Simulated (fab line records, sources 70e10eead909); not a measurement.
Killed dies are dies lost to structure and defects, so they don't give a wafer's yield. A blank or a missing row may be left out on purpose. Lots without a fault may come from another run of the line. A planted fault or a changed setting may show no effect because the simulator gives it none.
Chamber matching | flow nand_harc | NHARC_A_M0_CMP_23 on cmp-04: 4 sister chambers
The step polishes, t overpolish 20 s, target thk 113.75 nm. 8 wafers are shown with their chamber, then 12 later ones without.

WAFERS WITH THEIR CHAMBER
wafer  | chamber | motor_current_A (A) | time_to_endpoint_s (s)
L080.1 | 0       | 12.0                | 34.1
L081.6 | 0       | 12.0                | 33.6
L090.6 | 3       | 13.8                | 28.4
L091.3 | 3       | 13.8                | 26.1
L091.6 | 2       | 11.3                | 26.5
L093.2 | 1       | 11.1                | 34.5
L093.3 | 2       | 11.4                | 27.8
L093.5 | 1       | 11.0                | 30.5

WAFERS WITHOUT THEIR CHAMBER
wafer  | motor_current_A (A) | time_to_endpoint_s (s)
L092.1 | 11.6                | 31.3
L092.5 | 12.0                | 32.0
L092.6 | 14.6                | 28.6
L094.1 | 14.8                | 28.4
L094.3 | 12.4                | 31.8
L094.6 | 11.3                | 29.1
L094.2 | 11.3                | 28.8
L094.4 | 11.1                | 31.2
L094.5 | 12.5                | 32.9
L097.2 | 11.2                | 30.1
L097.4 | 11.0                | 28.4
L097.5 | 14.1                | 28.5

WHICH CHAMBER EACH WENT THROUGH
wafer  | from the rows above     | in truth
L092.1 | 2                       | 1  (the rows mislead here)
L092.5 | 0                       | 0
L092.6 | 3                       | 3
L094.1 | 3                       | 3
L094.3 | 0                       | 0
L094.6 | 2                       | 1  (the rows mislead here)
L094.2 | 2                       | 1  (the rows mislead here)
L094.4 | 1                       | 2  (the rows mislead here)
L094.5 | 0                       | 0
L097.2 | can't be placed: 1 or 2 | 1
L097.4 | 1                       | 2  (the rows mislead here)
L097.5 | 3                       | 3
Placed correctly: 6 of 12. Can't be placed from these rows: 1 (the true chamber is among the candidates in 1). Placed wrongly: 5.
How it was worked out, from the rows above alone: a wafer's distance from a chamber is the root of the sum, over the readings, of the square of ((its reading less the chamber's mean) divided by the reading's scatter). The wafer belongs to the nearest chamber; if the next one is less than 2 further off, it can't be placed. A chamber's mean is the mean of its shown wafers. The scatter: the root of (the sum of the squares of (reading less its chamber's mean) over the shown wafers, divided by (wafers less chambers)).
